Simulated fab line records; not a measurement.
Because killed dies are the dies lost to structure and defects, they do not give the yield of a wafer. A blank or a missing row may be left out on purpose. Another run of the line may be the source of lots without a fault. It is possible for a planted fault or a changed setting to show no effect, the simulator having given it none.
fab line records + flow nand_harc
[record]
- lots = 6
- wafers = 18
- last_day = 24
route steps=1159 shown A_ONON_D1@426 END@1159
lots that met no fault: taken from a fault-free run of the same line
start_h: hours from the record's opening day to when the first of the lot's shown wafers began + wait_h: time in hours since the lot's previous step + " identical to the entry in the row above + L1.1+2: a single row standing in for several wafers + - no value, or no start was given + * or withheld: withheld + < > ~ a bound
route shown NAME@n: a module of which the file shows steps, and the number in the route of the first + usual: the fault-free wafers' mean and standard deviation + same: alike in all rows + chamber/n: place in a boat + sites: per-site readings + _std_site: the standard deviation of these + _edge_site: the outer-site mean with the inner-site mean subtracted + radius_mm: how far each site lies from the wafer's centre + mask NAME#n: copy n + behind: the last tool/chamber to shape the wafer + hold: why the lot was held/for how many hours/how that ended + device: whichever transistor did not switch (one of n, p or np) + end of line: the route-end tests of the same wafers + for a step that has no rows: nothing shown but its recipe + killed: not the wafer's yield, but the dies lost to structure and defects at the first sort + map: dies across one wafer; x = killed, . = not, _ = none there
set.NAME: the run value of the setting; set.NAME@STEP: its run value at that earlier step + model.NAME: the simulator's own value behind a step, which no gauge read
lots at some steps of the route; a table a step, a row a wafer
services: the hour from which a tool's chamber was out of use, counted from the record's first day as start_h (under 0 if before that day), plus the number of hours and why
[[steps]]
[step NHARC_A_ONON_D1_DEP_03]
[recipe]
- target_thk_a = 10000
- n2_flow_sccm = 2750
- n2o_flow_sccm = 2000
- nh3_flow_sccm = 500
- sih4_flow_sccm = 210
- temp_c = 400
[step NHARC_A_ONON_D1_THK_MEAS_05]
[recipe]
- thk_meas_gauge = ellipsometry
[usual]
- thk_nm = 998/9.5
| lot.wafer | tool          | chamber | start_h | wait_h | thk_nm |
|-----------|---------------|---------|---------|--------|--------|
| L877.1    | film_metro-02 | -       | 173.13  | -      | 1007   |
| L877.3    | "             | -       | "       | "      | 1008   |
| L877.4    | "             | -       | "       | "      | 1007   |
| L879.1    | film_metro-01 | -       | 173.27  | -      | 998    |
| L879.5    | "             | -       | "       | "      | 999    |
| L879.6    | "             | -       | "       | "      | 997    |
| L885.1    | film_metro-01 | -       | 216.41  | -      | 1000   |
| L885.5    | "             | -       | "       | "      | 1000   |
| L885.6    | "             | -       | "       | "      | 999    |
| L886.3    | film_metro-02 | -       | 216.41  | -      | 1001   |
| L886.4    | "             | -       | "       | "      | 1002   |
| L886.5    | "             | -       | "       | "      | 1003   |
| L890.1    | film_metro-01 | -       | 235.19  | -      | 1005   |
| L890.2    | "             | -       | "       | "      | 1003   |
| L890.3    | "             | -       | "       | "      | 1004   |
| L899.3    | film_metro-02 | -       | 286.95  | -      | 985    |
| L899.5    | "             | -       | "       | "      | 986    |
| L899.6    | "             | -       | "       | "      | 986    |
[step NHARC_A_ONON_D1_DEP_06]
[recipe]
- target_thk_a = 10000
- n2_flow_sccm = 2750
- n2o_flow_sccm = 2000
- nh3_flow_sccm = 500
- sih4_flow_sccm = 210
- temp_c = 400
[step NHARC_A_ONON_D1_THK_MEAS_08]
[recipe]
- thk_meas_gauge = ellipsometry
[usual]
- thk_nm = 996/11
| lot.wafer | tool          | chamber | start_h | wait_h | thk_nm |
|-----------|---------------|---------|---------|--------|--------|
| L877.1    | film_metro-02 | -       | 173.70  | -      | 991    |
| L877.3    | "             | -       | "       | "      | 990    |
| L877.4    | "             | -       | "       | "      | 988    |
| L879.1    | film_metro-02 | -       | 173.85  | -      | 993    |
| L879.5    | "             | -       | "       | "      | 992    |
| L879.6    | "             | -       | "       | "      | 992    |
| L885.1    | film_metro-01 | -       | 216.98  | -      | 997    |
| L885.5    | "             | -       | "       | "      | 998    |
| L885.6    | "             | -       | "       | "      | 996    |
| L886.3    | film_metro-02 | -       | 216.98  | -      | 1001   |
| L886.4    | "             | -       | "       | "      | 1001   |
| L886.5    | "             | -       | "       | "      | 999    |
| L890.1    | film_metro-01 | -       | 235.75  | -      | 1005   |
| L890.2    | "             | -       | "       | "      | 1005   |
| L890.3    | "             | -       | "       | "      | 1006   |
| L899.3    | film_metro-01 | -       | 287.51  | -      | 1007   |
| L899.5    | "             | -       | "       | "      | 1006   |
| L899.6    | "             | -       | "       | "      | 1006   |
[step NHARC_A_ONON_D1_DEP_09]
[recipe]
- target_thk_a = 10000
- n2_flow_sccm = 2750
- n2o_flow_sccm = 2000
- nh3_flow_sccm = 500
- sih4_flow_sccm = 210
- temp_c = 400
[step NHARC_A_ONON_D1_THK_MEAS_11]
[recipe]
- thk_meas_gauge = ellipsometry
[usual]
- thk_nm = 1001/9.4
| lot.wafer | tool          | chamber | start_h | wait_h | thk_nm |
|-----------|---------------|---------|---------|--------|--------|
| L877.1    | film_metro-01 | -       | 174.26  | -      | 993    |
| L877.3    | "             | -       | "       | "      | 993    |
| L877.4    | "             | -       | "       | "      | 991    |
| L879.1    | film_metro-01 | -       | 174.41  | -      | 991    |
| L879.5    | "             | -       | "       | "      | 986    |
| L879.6    | "             | -       | "       | "      | 987    |
| L886.3    | film_metro-01 | -       | 217.55  | -      | 992    |
| L886.4    | "             | -       | "       | "      | 992    |
| L886.5    | "             | -       | "       | "      | 992    |
| L885.1    | film_metro-02 | -       | 217.55  | -      | 982    |
| L885.5    | "             | -       | "       | "      | 980    |
| L885.6    | "             | -       | "       | "      | 982    |
| L890.1    | film_metro-02 | -       | 236.32  | -      | 1012   |
| L890.2    | "             | -       | "       | "      | 1011   |
| L890.3    | "             | -       | "       | "      | 1010   |
| L899.3    | film_metro-01 | -       | 288.08  | -      | 995    |
| L899.5    | "             | -       | "       | "      | 996    |
| L899.6    | "             | -       | "       | "      | 996    |
[step NHARC_A_ONON_D1_DEP_12]
[recipe]
- target_thk_a = 10000
- n2_flow_sccm = 2750
- n2o_flow_sccm = 2000
- nh3_flow_sccm = 500
- sih4_flow_sccm = 210
- temp_c = 400
[step NHARC_A_ONON_D1_THK_MEAS_14]
[recipe]
- thk_meas_gauge = ellipsometry
[usual]
- thk_nm = 997/9.8
| lot.wafer | tool          | chamber | start_h | wait_h | thk_nm |
|-----------|---------------|---------|---------|--------|--------|
| L877.1    | film_metro-02 | -       | 174.83  | -      | 997    |
| L877.3    | "             | -       | "       | "      | 996    |
| L877.4    | "             | -       | "       | "      | 999    |
| L879.1    | film_metro-02 | -       | 174.99  | -      | 1014   |
| L879.5    | "             | -       | "       | "      | 1012   |
| L879.6    | "             | -       | "       | "      | 1012   |
| L885.1    | film_metro-02 | -       | 218.11  | -      | 997    |
| L885.5    | "             | -       | "       | "      | 997    |
| L885.6    | "             | -       | "       | "      | 997    |
| L886.3    | film_metro-02 | -       | 218.11  | -      | 998    |
| L886.4    | "             | -       | "       | "      | 999    |
| L886.5    | "             | -       | "       | "      | 996    |
| L890.1    | film_metro-01 | -       | 236.88  | -      | 1001   |
| L890.2    | "             | -       | "       | "      | 999    |
| L890.3    | "             | -       | "       | "      | 1000   |
| L899.3    | film_metro-02 | -       | 288.65  | -      | 1009   |
| L899.5    | "             | -       | "       | "      | 1006   |
| L899.6    | "             | -       | "       | "      | 1008   |
[step NHARC_A_ONON_D1_ANNEAL_15]
[recipe]
- temp_c = 750
- time_s = 3600
[step NHARC_A_ONON_D1_DEP_16]
[recipe]
- target_thk_a = 10000
- n2_flow_sccm = 2750
- n2o_flow_sccm = 2000
- nh3_flow_sccm = 500
- sih4_flow_sccm = 210
- temp_c = 400
[step NHARC_A_ONON_D1_THK_MEAS_18]
[recipe]
- thk_meas_gauge = ellipsometry
[usual]
- thk_nm = 1001/10
| lot.wafer | tool          | chamber | start_h | wait_h | thk_nm |
|-----------|---------------|---------|---------|--------|--------|
| L877.1    | film_metro-02 | -       | 182.01  | -      | 1000   |
| L877.3    | "             | -       | "       | "      | 1000   |
| L877.4    | "             | -       | "       | "      | 999    |
| L879.1    | film_metro-01 | -       | 182.03  | -      | 1009   |
| L879.5    | "             | -       | "       | "      | 1011   |
| L879.6    | "             | -       | "       | "      | 1010   |
| L885.1    | film_metro-01 | -       | 225.80  | -      | 1026   |
| L885.5    | "             | -       | "       | "      | 1026   |
| L885.6    | "             | -       | "       | "      | 1025   |
| L886.3    | film_metro-02 | -       | 225.81  | -      | 1005   |
| L886.4    | "             | -       | "       | "      | 1006   |
| L886.5    | "             | -       | "       | "      | 1005   |
| L890.1    | film_metro-02 | -       | 246.65  | -      | 997    |
| L890.2    | "             | -       | "       | "      | 995    |
| L890.3    | "             | -       | "       | "      | 997    |
| L899.3    | film_metro-01 | -       | 298.69  | -      | 988    |
| L899.5    | "             | -       | "       | "      | 988    |
| L899.6    | "             | -       | "       | "      | 989    |
[step NHARC_A_ONON_D1_DEP_19]
[recipe]
- target_thk_a = 10000
- n2_flow_sccm = 2750
- n2o_flow_sccm = 2000
- nh3_flow_sccm = 500
- sih4_flow_sccm = 210
- temp_c = 400
[usual]
- n2_flow_sccm = 2750/6.7
- n2o_flow_sccm = 2001/6
| lot.wafer | tool          | chamber | start_h | wait_h | n2_flow_sccm | n2o_flow_sccm |
|-----------|---------------|---------|---------|--------|--------------|---------------|
| L877.1    | pecvd_onon-01 | 0       | 182.07  | 0.1    | 2746         | 1996          |
| L877.3    | "             | 0       | "       | "      | 2751         | 1993          |
| L877.4    | "             | 0       | "       | "      | 2736         | 1992          |
| L879.1    | pecvd_onon-02 | 0       | 182.21  | 0.2    | 2749         | 1993          |
| L879.5    | "             | 0       | "       | "      | 2748         | 1997          |
| L879.6    | "             | 0       | "       | "      | 2749         | 1985          |
| L885.1    | pecvd_onon-02 | 0       | 225.86  | 0.1    | 2749         | 2003          |
| L885.5    | "             | 0       | "       | "      | 2743         | 2000          |
| L885.6    | "             | 0       | "       | "      | 2744         | 2005          |
| L886.3    | pecvd_onon-01 | -       | 225.98  | 0.2    | -            | -             |
| L886.4    | "             | -       | "       | "      | -            | -             |
| L886.5    | "             | -       | "       | "      | -            | -             |
| L890.1    | pecvd_onon-02 | -       | 246.70  | 0.1    | -            | -             |
| L890.2    | "             | -       | "       | "      | -            | -             |
| L890.3    | "             | -       | "       | "      | -            | -             |
| L899.3    | pecvd_onon-03 | 0       | 298.86  | 0.2    | 2745         | 2000          |
| L899.5    | "             | 0       | "       | "      | 2746         | 2000          |
| L899.6    | "             | 0       | "       | "      | 2754         | 2003          |
[step NHARC_END_SORT_01]
[recipe]
- temp_c = 25
[usual]
- killed_at_array = 29/12
- killed_at_other = 0.7/1
- killed_at_periphery = 4/3.2
- killed_dies = 34/12
- killed_open = 3.4/2
- killed_short = 1.8/1.3
[same]
- gross_dies = 677
| lot.wafer | tool      | chamber | start_h | wait_h | killed_at_array | killed_at_other | killed_at_periphery | killed_dies | killed_open | killed_short |
|-----------|-----------|---------|---------|--------|-----------------|-----------------|---------------------|-------------|-------------|--------------|
| L877.1    | prober-02 | 0       | 460.91  | 2.5    | 33              | 0               | 8                   | 41          | 8           | 2            |
| L877.3    | prober-02 | 0       | 462.51  | 3.1    | 26              | 0               | 5                   | 31          | 3           | 2            |
| L877.4    | prober-02 | 0       | 463.31  | 3.4    | 31              | 0               | 8                   | 39          | 6           | 0            |
| L885.1    | prober-02 | 0       | 489.56  | 2.4    | 27              | 1               | 3                   | 31          | 4           | 3            |
| L885.5    | prober-02 | 0       | 492.79  | 3.7    | 30              | 0               | 1                   | 31          | 2           | 5            |
| L885.6    | prober-02 | 0       | 493.60  | 4.0    | 22              | 0               | 1                   | 23          | 4           | 0            |
| L886.3    | prober-01 | 0       | 498.87  | 3.1    | 671             | 0               | 6                   | 677         | 1           | 1            |
| L886.4    | prober-01 | 0       | 499.66  | 3.4    | 675             | 0               | 2                   | 677         | 3           | 2            |
| L886.5    | prober-01 | 0       | 500.46  | 3.7    | 673             | 1               | 3                   | 677         | 6           | 2            |
| L890.1    | prober-01 | 0       | 505.07  | 2.5    | 675             | 1               | 1                   | 677         | 3           | 3            |
| L890.2    | prober-01 | 0       | 505.86  | 2.8    | 674             | 1               | 2                   | 677         | 5           | 3            |
| L890.3    | prober-01 | 0       | 506.64  | 3.1    | 674             | 1               | 2                   | 677         | 3           | 1            |
// killed by level:class
L877.1 A_CHANNEL_HOLE_D1:chamber_film_flake=14 A_SLIT:chamber_film_flake=8 P_ZERO_WELL:chamber_film_flake=3 A_CONTACT:chamber_film_flake=3 P_M0:geometric_particle:open=2 A_WL_FILL:geometric_particle:open=2 A_CHANNEL_FILL_D1:chamber_film_flake=2 P_M1:geometric_particle:open=1
L877.3 A_CHANNEL_HOLE_D1:chamber_film_flake=11 A_SLIT:chamber_film_flake=9 P_M1:geometric_particle:short=2 P_M0:geometric_particle:open=1 A_CHANNEL_FILL_D1:geometric_particle:open=1 A_CONTACT:geometric_particle:open=1 P_M0:chamber_film_flake=1 P_BONDPAD:chamber_film_flake=1
L877.4 A_SLIT:chamber_film_flake=14 A_CHANNEL_HOLE_D1:chamber_film_flake=12 P_GATE:geometric_particle:open=2 P_GATE:chamber_film_flake=2 A_CONTACT:chamber_film_flake=2 P_CONTACT:geometric_particle:open=1 P_M0:geometric_particle:open=1 A_CONTACT:geometric_particle:open=1
L885.1 A_SLIT:chamber_film_flake=9 A_STAIRCASE:chamber_film_flake=7 A_CHANNEL_FILL_D1:chamber_film_flake=3 A_CONTACT:geometric_particle:open=2 A_CONTACT:chamber_film_flake=2 P_GATE:geometric_particle:short=1 P_M1:geometric_particle:open=1 A_ONON_D1:geometric_particle:short=1
L885.5 A_SLIT:chamber_film_flake=17 A_CHANNEL_FILL_D1:chamber_film_flake=3 A_CONTACT:chamber_film_flake=3 A_M0:geometric_particle:open=2 P_STI:geometric_particle:short=1 A_ONON_D1:geometric_particle:short=1 A_CHANNEL_HOLE_D1:geometric_particle:short=1 A_CONTACT:geometric_particle:short=1
L885.6 A_SLIT:chamber_film_flake=10 A_CONTACT:chamber_film_flake=4 A_CHANNEL_HOLE_D1:chamber_film_flake=3 A_CONTACT:geometric_particle:open=2 A_CHANNEL_FILL_D1:chamber_film_flake=2 P_GATE:geometric_particle:open=1 A_BLC:geometric_particle:open=1
L886.3 A_ONON_D1:area_dep=641 A_CHANNEL_HOLE_D1:chamber_film_flake=13 A_SLIT:chamber_film_flake=12 P_GATE:chamber_film_flake=5 A_STAIRCASE:chamber_film_flake=2 A_CONTACT:chamber_film_flake=2 P_M2:geometric_particle:open=1 A_SOURCE_PLATE:geometric_particle:short=1
L886.4 A_ONON_D1:area_dep=641 A_SLIT:chamber_film_flake=13 A_CHANNEL_HOLE_D1:chamber_film_flake=8 A_STAIRCASE:chamber_film_flake=4 A_CONTACT:chamber_film_flake=4 A_WL_FILL:chamber_film_flake=2 P_CONTACT:geometric_particle:short=1 P_M0:geometric_particle:open=1
L886.5 A_ONON_D1:area_dep=630 A_CHANNEL_HOLE_D1:chamber_film_flake=17 A_SLIT:chamber_film_flake=12 A_CONTACT:chamber_film_flake=5 P_GATE:geometric_particle:open=1 P_CONTACT:geometric_particle:open=1 A_ONON_D1:geometric_particle:open=1 A_SGD_CUT:geometric_particle:open=1
L890.1 A_ONON_D1:area_dep=648 A_SLIT:chamber_film_flake=13 A_STAIRCASE:chamber_film_flake=5 A_CHANNEL_HOLE_D1:chamber_film_flake=3 P_CONTACT:geometric_particle:open=1 A_ONON_D1:geometric_particle:short=1 A_ONON_D1:geometric_particle:open=1 A_CHANNEL_HOLE_D1:geometric_particle:short=1
L890.2 A_ONON_D1:area_dep=645 A_SLIT:chamber_film_flake=15 A_CHANNEL_HOLE_D1:chamber_film_flake=3 A_WL_FILL:geometric_particle:open=2 A_STAIRCASE:chamber_film_flake=2 A_CONTACT:chamber_film_flake=2 P_STI:geometric_particle:short=1 P_CONTACT:geometric_particle:open=1
L890.3 A_ONON_D1:area_dep=643 A_SLIT:chamber_film_flake=17 A_CHANNEL_HOLE_D1:chamber_film_flake=5 A_CONTACT:chamber_film_flake=4 A_STAIRCASE:chamber_film_flake=2 P_GATE:geometric_particle:open=1 A_ONON_D1:geometric_particle:short=1 A_CONTACT:geometric_particle:open=1
// map L886.3 (x killed, . not)
____________x____________
_________xxxxxxx_________
_______xxxxxxxxxxx_______
______xxxxxxxxxxxxx______
_____xxxxxxxxxxxxxxx_____
____xxxxxxxxxxxxxxxxx____
____xxxxxxxxxxxxxxxxx____
___xxxxxxxxxxxxxxxxxxx___
___xxxxxxxxxxxxxxxxxxx___
__xxxxxxxxxxxxxxxxxxxxx__
__xxxxxxxxxxxxxxxxxxxxx__
_xxxxxxxxxxxxxxxxxxxxxxx_
_xxxxxxxxxxxxxxxxxxxxxxx_
_xxxxxxxxxxxxxxxxxxxxxxx_
_xxxxxxxxxxxxxxxxxxxxxxx_
_xxxxxxxxxxxxxxxxxxxxxxx_
xxxxxxxxxxxxxxxxxxxxxxxxx
xxxxxxxxxxxxxxxxxxxxxxxxx
xxxxxxxxxxxxxxxxxxxxxxxxx
xxxxxxxxxxxxxxxxxxxxxxxxx
xxxxxxxxxxxxxxxxxxxxxxxxx
_xxxxxxxxxxxxxxxxxxxxxxx_
_xxxxxxxxxxxxxxxxxxxxxxx_
_xxxxxxxxxxxxxxxxxxxxxxx_
_xxxxxxxxxxxxxxxxxxxxxxx_
_xxxxxxxxxxxxxxxxxxxxxxx_
__xxxxxxxxxxxxxxxxxxxxx__
__xxxxxxxxxxxxxxxxxxxxx__
___xxxxxxxxxxxxxxxxxxx___
___xxxxxxxxxxxxxxxxxxx___
____xxxxxxxxxxxxxxxxx____
____xxxxxxxxxxxxxxxxx____
_____xxxxxxxxxxxxxxx_____
______xxxxxxxxxxxxx______
_______xxxxxxxxxxx_______
_________xxxxxxx_________
____________x____________
// map L890.1 (x killed, . not)
____________x____________
_________xxxxxxx_________
_______xxxxxxxxxxx_______
______xxxxxxxxxxxxx______
_____xxxxxxxxxxxxxxx_____
____xxxxxxxxxxxxxxxxx____
____xxxxxxxxxxxxxxxxx____
___xxxxxxxxxxxxxxxxxxx___
___xxxxxxxxxxxxxxxxxxx___
__xxxxxxxxxxxxxxxxxxxxx__
__xxxxxxxxxxxxxxxxxxxxx__
_xxxxxxxxxxxxxxxxxxxxxxx_
_xxxxxxxxxxxxxxxxxxxxxxx_
_xxxxxxxxxxxxxxxxxxxxxxx_
_xxxxxxxxxxxxxxxxxxxxxxx_
_xxxxxxxxxxxxxxxxxxxxxxx_
xxxxxxxxxxxxxxxxxxxxxxxxx
xxxxxxxxxxxxxxxxxxxxxxxxx
xxxxxxxxxxxxxxxxxxxxxxxxx
xxxxxxxxxxxxxxxxxxxxxxxxx
xxxxxxxxxxxxxxxxxxxxxxxxx
_xxxxxxxxxxxxxxxxxxxxxxx_
_xxxxxxxxxxxxxxxxxxxxxxx_
_xxxxxxxxxxxxxxxxxxxxxxx_
_xxxxxxxxxxxxxxxxxxxxxxx_
_xxxxxxxxxxxxxxxxxxxxxxx_
__xxxxxxxxxxxxxxxxxxxxx__
__xxxxxxxxxxxxxxxxxxxxx__
___xxxxxxxxxxxxxxxxxxx___
___xxxxxxxxxxxxxxxxxxx___
____xxxxxxxxxxxxxxxxx____
____xxxxxxxxxxxxxxxxx____
_____xxxxxxxxxxxxxxx_____
______xxxxxxxxxxxxx______
_______xxxxxxxxxxx_______
_________xxxxxxx_________
____________x____________
[[services]]
| tool          | chamber | start_h | hours | kind |
|---------------|---------|---------|-------|------|
| pecvd_onon-01 | -       | 195.10  | 13.0  | pm   |
| pecvd_onon-02 | -       | 292.02  | 13.0  | pm   |
[[key]]
[first_sign]
- step = NHARC_A_ONON_D1_DEP_19
- reading = tool_record
- direction = missing
[effect]
- step = NHARC_END_SORT_01
- reading = killed_dies
- direction = up
- sigmas = 55
- usual = 34
- struck = 677
[more_kills_born_at]
- NHARC_A_ONON_D1_DEP_19@pecvd_onon-02 = 1936
- NHARC_A_ONON_D1_DEP_19@pecvd_onon-01 = 1912
met_at NHARC_A_ONON_D1_DEP_19
struck_wafers L886.3,L886.4,L886.5,L890.1,L890.2,L890.3
later_rows_left_out L886.3,L886.4,L886.5,L890.1,L890.2,L890.3
tester_left_out L886,L890
onset_between 225.86 225.98
[fault]
- kind = skipped_step_whole
- tool = pecvd_onon-01,pecvd_onon-02
- chamber = -
- onset_h = 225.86
- steps = NHARC_A_ONON_D1_DEP_19
- scope = struck_lots_only
// tester_left_out: of these lots the tester's yield and bins aren't shown, on N5 and GAA mostly nor the transistor test; their killed dies are dies lost to structure and defects alone, not to doping, threshold or leakage, so they don't give the yield
// later_rows_left_out: the simulator's readings of these wafers behind a module that went badly wrong aren't trusted and aren't shown, but for the sort
